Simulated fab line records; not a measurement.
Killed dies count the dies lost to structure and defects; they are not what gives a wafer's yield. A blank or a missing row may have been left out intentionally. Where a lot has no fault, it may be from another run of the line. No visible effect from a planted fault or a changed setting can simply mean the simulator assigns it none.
Chamber matching -- flow n5Finfet -- 3 sister chambers for N5_BEOL_M1_ILD_DEP_00 on pecvd-01
The step deposits SiOC from DEMS/O2, target thk 79 nm, time 15.3 s. 3 wafers are shown with their chamber, then 12 later ones without.

## WAFERS WITH THEIR CHAMBER
wafer,chamber,throttleValvePct (%)
L083.1,1,12.5
L085.1,0,11.3
L085.6,2,12.1

## WAFERS WITHOUT THEIR CHAMBER
wafer,throttleValvePct (%)
L087.1,12.3
L087.2,11.3
L087.3,12.0
L089.1,11.9
L089.2,11.3
L089.5,12.0
L090.2,12.0
L090.4,11.2
L090.6,12.0
L095.1,12.0
L095.3,11.9
L095.6,11.9

## CHAMBER TAKEN BY EACH
wafer,from the rows above,in truth
L087.1,can't be placed: 1 or 2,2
L087.2,0,0
L087.3,2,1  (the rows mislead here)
L089.1,2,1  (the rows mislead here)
L089.2,0,0
L089.5,2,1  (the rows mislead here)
L090.2,2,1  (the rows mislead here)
L090.4,0,0
L090.6,2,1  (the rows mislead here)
L095.1,2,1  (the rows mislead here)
L095.3,2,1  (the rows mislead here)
L095.6,2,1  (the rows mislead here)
3 of 12 placed correctly. Can't be placed from these rows: 1 (the true chamber is among the candidates in 1). Placed wrongly: 8.
How it was worked out, from the rows above alone: a wafer's distance from a chamber is the root of the sum, over the readings, of the square of ((its reading less the chamber's mean) divided by the reading's scatter). The wafer belongs to the nearest chamber; if the next one is less than 2 further off, it can't be placed. Each chamber's mean is taken over the wafers shown for it. The scatter: with one shown wafer a chamber, the root of the mean of the squares of how far each hidden wafer lies from its nearest shown one.
